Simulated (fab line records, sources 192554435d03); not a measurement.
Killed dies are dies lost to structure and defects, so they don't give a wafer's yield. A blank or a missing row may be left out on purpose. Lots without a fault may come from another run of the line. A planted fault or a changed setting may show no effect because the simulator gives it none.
fab line records | flow n5_finfet | part 2 of 2: steps 21 to 30 of 30
record lots=5 wafers=15 last_day=16
route steps=1938 shown BEOL_M0_SAQP@676 BEOL_M0_CUTY@701
lots that met no fault: from a run of the same line without faults
start_h: hours from the record's first day to the start of the lot's first wafer shown | wait_h: hours since the lot's step before | " the same as in the row above | L1.1+2: a row that stands for several wafers | - no value, or no start given | * or withheld: withheld | < > ~ a bound
route shown NAME@n: a module of which the file shows steps, and the number in the route of the first | usual: mean/standard deviation of fault-free wafers | same: alike in all rows | chamber/n: place in a boat | sites: the reading at each site | _std_site: their standard deviation | _edge_site: outer sites' mean less inner sites' | radius_mm: how far each site lies from the wafer's centre | mask NAME#n: copy n | behind: the tool/chamber that last shaped the wafer | hold: why the lot was held/for how many hours/how that ended | device: the transistor (n, p or np) that didn't switch | end of line: the same wafers' tests at the end of the route | a step without rows: its recipe alone | killed: dies lost to structure and defects at the first sort, not the wafer's yield | map: a wafer's dies, x killed, . not, _ none there
set.NAME: the setting as run; set.NAME@STEP: as run at that earlier step | model.NAME: the simulator's own value behind a step, which no gauge read
lots at some steps of the route; a table a step, a row a wafer
services: from which hour (start_h, from the record's first day; less than 0 if before it) a tool's chamber was out of use, for how many hours, and why
## steps
# step N5_BEOL_M0_SAQP_STRIP_74
# recipe chemistry=N2/H2 temp_c=40 n2_flow_sccm=200 h2_flow_sccm=200 rf_frequency_hz=6e+07
# columns lot.wafer tool chamber start_h wait_h
L079.1+4+6 rie_diel-04 2,1,2 146.03 0.1
L080.2+3+4 rie_diel-03 2,1,3 153.60 0.1
L086.2+5+6 rie_diel-05 2,2,1 190.20 0.1
L089.1+2+3 rie_diel-05 3,1,2 207.13 0.1
L093.1+3+5 rie_diel-03 1,3,0 230.48 0.1
# step N5_BEOL_M0_SAQP_STRIP_89
# recipe chemistry=N2/H2 temp_c=40 n2_flow_sccm=200 h2_flow_sccm=200 rf_frequency_hz=6e+07
# columns lot.wafer tool chamber start_h wait_h
L079.1+4+6 rie_diel-04 2,1,2 146.04 0.0
L080.2+3+4 rie_diel-03 2,1,3 153.61 0.0
L086.2+5+6 rie_diel-05 2,2,1 190.21 0.0
L089.1+2+3 rie_diel-05 3,1,2 207.14 0.0
L093.1+3+5 rie_diel-03 1,3,0 230.49 0.0
# step N5_BEOL_M0_SAQP_ALD_48
# recipe material=SiO2 target_thk_a=200 temp_c=100 ald_precursor_family=BDEAS ald_co_reactant=O2-plasma pulse_time_s=1 co_reactant_pulse_time_s=1 purge_time_s=2 co_reactant_purge_time_s=2 ald_cycles=139 pressure_torr=2
# usual heater_power_w=76/6.3 precursor_pulse_height_rel=1.001/0.02
# same purge_time_s=2
# columns lot.wafer tool chamber start_h wait_h heater_power_w precursor_pulse_height_rel
L079.1 ald_sin-02 3 146.07 0.0 68 1.004
L079.4 " 1 " " 81 1.011
L079.6 " 3 " " 67 1.007
L080.2 ald_sin-02 0 153.65 0.0 72 1.010
L080.3 " 1 " " 80 0.996
L080.4 " 1 " " 80 0.970
L086.2 ald_sin-04 1 190.75 0.5 81 1.001
L086.5 " 0 " " 87 1.014
L086.6 " 3 " " 71 0.953
L089.1 ald_sin-03 2 207.25 0.1 76 0.996
L089.2 " 3 " " 80 1.051
L089.3 " 1 " " 64 0.973
L093.1 ald_sin-03 2 230.53 0.0 73 1.023
L093.3 " 3 " " 78 0.982
L093.5 " 3 " " 79 1.052
# step N5_BEOL_M0_SAQP_ETCH_49
# recipe chemistry=CF4/O2 target_depth_a=370 target=SiO2 pressure_mtorr=40 source_w=535 bias_w=49 Ar_flow_sccm=100 cf4_flow_sccm=100 O2_flow_sccm=10 ion_energy_ev=100
# usual drypump_motor_current_A=5.6/0.46 oes_o_777_au=0.80/0.1 oes_product_au=0.79/0.11 rf_fwd_power_W=532.5/1.8 rf_vpp_V=238/4 showerhead_plenum_p_Torr=2.19/0.072 throttle_valve_pct=15.73/0.27
# columns lot.wafer tool chamber start_h wait_h drypump_motor_current_A oes_o_777_au oes_product_au rf_fwd_power_W rf_hours_counter_h rf_vpp_V showerhead_plenum_p_Torr throttle_valve_pct
L079.1 rie_diel-04 0 146.60 0.3 5.1 0.71 0.71 534.3 198 246 2.10 15.76
L079.4 " 2 " " 6.3 0.73 0.72 535.5 208 232 2.18 16.14
L079.6 " 3 " " 6.1 0.78 0.79 533.1 - 232 2.13 15.87
L080.2 rie_diel-04 1 154.18 0.3 5.0 0.74 0.73 533.4 160 233 2.12 15.84
L080.3 " 0 " " 5.1 0.72 0.72 532.0 200 244 2.10 15.77
L080.4 " 2 " " 6.3 0.72 0.71 534.2 210 232 2.18 16.13
L086.2 rie_diel-04 0 191.28 0.3 5.1 0.71 0.70 532.4 212 245 2.09 15.79
L086.5 " 3 " " 6.1 0.77 0.77 531.6 - 234 2.13 15.88
L086.6 " 0 " " 5.1 0.71 0.70 533.0 - 243 2.09 15.79
L089.1 rie_diel-05 1 207.78 0.3 5.8 0.70 0.69 533.9 249 239 2.08 15.82
L089.2 " 2 " " 5.7 0.65 0.66 531.5 248 241 2.26 15.74
L089.3 " 3 " " 5.0 0.98 1.02 536.4 1 232 2.16 15.13
L093.1 rie_diel-03 3 231.05 0.3 5.4 0.92 0.93 534.5 17 236 2.17 15.75
L093.3 " 2 " " 6.6 0.77 0.74 530.3 174 241 2.27 15.76
L093.5 " 3 " " 5.5 0.92 0.93 534.9 - 235 2.17 15.74
# step N5_BEOL_M0_SAQP_STRIP_75
# recipe chemistry=CF4 resist=SiARC power_w=300 bias_power_w=75 pressure_mtorr=50 cf4_flow_sccm=150 rf_frequency_hz=6e+07
# usual drypump_motor_current_A=5.6/0.47 oes_product_au=0.182/0.024 rf_fwd_power_W=294.0/1.7 rf_vpp_V=271.0/1.5 showerhead_plenum_p_Torr=1.78/0.059 throttle_valve_pct=13.48/0.29
# columns lot.wafer tool chamber start_h wait_h drypump_motor_current_A oes_product_au rf_fwd_power_W rf_hours_counter_h rf_vpp_V showerhead_plenum_p_Torr throttle_valve_pct
L079.1 rie_diel-04 0 146.70 0.1 5.1 0.168 294.7 198 269.5 1.71 13.53
L079.4 " 2 " " 6.3 0.162 296.5 208 271.8 1.79 13.92
L079.6 " 3 " " 6.1 0.183 292.7 - 270.3 1.75 13.64
L080.2 rie_diel-04 1 154.28 0.1 5.0 0.168 292.5 160 269.4 1.72 13.58
L080.3 " 0 " " 5.1 0.161 292.7 200 269.0 1.71 13.56
L080.4 " 2 " " 6.3 0.168 294.3 210 271.6 1.79 13.91
L086.2 rie_diel-04 0 191.38 0.1 5.1 0.165 295.4 212 268.9 1.71 13.58
L086.5 " 3 " " 6.1 0.178 294.5 - 271.3 1.74 13.67
L086.6 " 0 " " 5.1 0.163 296.8 - 268.7 1.71 13.58
L089.1 rie_diel-05 1 207.88 0.1 5.8 0.157 295.9 249 268.4 1.68 13.57
L089.2 " 2 " " 5.7 0.150 294.1 248 272.1 1.85 13.55
L089.3 " 3 " " 5.0 0.230 295.6 1 270.7 1.75 12.85
L093.1 rie_diel-03 3 231.15 0.1 5.4 0.211 296.3 17 268.7 1.77 13.45
L093.3 " 2 " " 6.6 0.172 293.7 174 271.1 1.84 13.52
L093.5 " 3 " " 5.5 0.210 295.2 - 269.9 1.77 13.42
# step N5_BEOL_M0_CUTY_COAT_50
# recipe resist=SiARC temp_c=220 time_s=60 spin_rpm=1500 resist_thk_nm=15
# columns lot.wafer tool chamber start_h wait_h
L079.1+4+6 litho_track-02 0 146.74 0.0
L080.2+3+4 litho_track-03 0 154.32 0.0
L086.2+5+6 litho_track-02 0 191.42 0.0
L089.1+2+3 litho_track-02 0 207.92 0.0
L093.1+3+5 litho_track-03 0 231.20 0.0
# step N5_BEOL_M0_CUTY_COAT_51
# recipe resist=CAR-ArF-block spin_rpm=1500 resist_thk_nm=150
# columns lot.wafer tool chamber start_h wait_h
L079.1+4+6 litho_track-02 0 - -
L080.2+3+4 litho_track-03 0 - -
L086.2+5+6 litho_track-02 0 - -
L089.1+2+3 litho_track-02 0 - -
L093.1+3+5 litho_track-03 0 - -
# step N5_BEOL_M0_CUTY_EBR_52
# recipe solvent=PGMEA ebr_width_mm=1.5
# columns lot.wafer tool chamber start_h wait_h
L079.1+4+6 litho_track-02 0 - -
L080.2+3+4 litho_track-03 0 - -
L086.2+5+6 litho_track-02 0 - -
L089.1+2+3 litho_track-02 0 - -
L093.1+3+5 litho_track-03 0 - -
# step N5_BEOL_M0_CUTY_SOFTBAKE_53
# recipe temp_c=110 time_s=60 resist=CAR-ArF-block
# columns lot.wafer tool chamber start_h wait_h
L079.1+4+6 litho_track-02 0 - -
L080.2+3+4 litho_track-03 0 - -
L086.2+5+6 litho_track-02 0 - -
L089.1+2+3 litho_track-02 0 - -
L093.1+3+5 litho_track-03 0 - -
# step N5_BEOL_M0_CUTY_EXPOSE_54
# recipe mask_id=M0_ABLK na=1.35 source_shape=conventional sigma_outer=0.8 polarization=unpolarized dose_mj=36
# usual focus_offset_nm=0.0/0.57
# columns lot.wafer tool chamber start_h wait_h mask focus_offset_nm
L079.1 arfi_scanner-02 0 146.84 - M0_ABLK#0 -1.0
L079.4 " 0 " " M0_ABLK#0 -0.4
L079.6 " 0 " " M0_ABLK#0 -1.0
L080.2 arfi_scanner-01 0 154.55 - M0_ABLK#0 0.3
L080.3 " 0 " " M0_ABLK#0 -0.4
L080.4 " 0 " " M0_ABLK#0 -0.7
L086.2 arfi_scanner-01 0 191.52 - M0_ABLK#0 -0.4
L086.5 " 0 " " M0_ABLK#0 -0.3
L086.6 " 0 " " M0_ABLK#0 0.4
L089.1 arfi_scanner-03 0 208.14 - M0_ABLK#0 -0.3
L089.2 " 0 " " M0_ABLK#0 0.0
L089.3 " 0 " " M0_ABLK#0 0.1
L093.1 arfi_scanner-01 0 231.42 - M0_ABLK#0 -0.3
L093.3 " 0 " " M0_ABLK#0 0.0
L093.5 " 0 " " M0_ABLK#0 0.6
## services
# columns tool chamber start_h hours kind
arfi_scanner-02 - 122.17 1.0 pm
euv_scanner-02 - 125.28 1.0 pm
arfi_scanner-03 - 132.72 1.3 pm
arfi_scanner-02 - 138.21 1.3 pm
ald_sin-04 1 140.15 3.4 repair
arfi_scanner-02 - 140.20 1.0 pm
rie_si-05 2 142.00 35.5 repair
ald_sin-02 2 142.13 17.0 repair
euv_scanner-01 - 144.57 1.2 repair
rie_si-01 1 145.51 2.4 repair
rie_si-06 3 146.01 1.5 repair
rie_si-05 - 149.31 2.8 pm
arfi_scanner-01 - 150.29 1.8 repair
euv_scanner-01 - 153.09 1.0 pm
arfi_scanner-01 - 156.67 1.3 pm
ald_sin-04 - 176.75 14.0 pm
euv_scanner-02 - 181.43 1.0 pm
rie_diel-04 1 183.48 4.8 repair
euv_scanner-02 - 185.99 1.1 repair
ald_sin-02 3 197.40 3.8 repair
ald_sin-04 3 203.34 4.1 repair
euv_scanner-01 - 209.24 1.0 pm
euv_scanner-01 - 225.28 4.6 pm
euv_scanner-01 - 231.23 1.8 repair
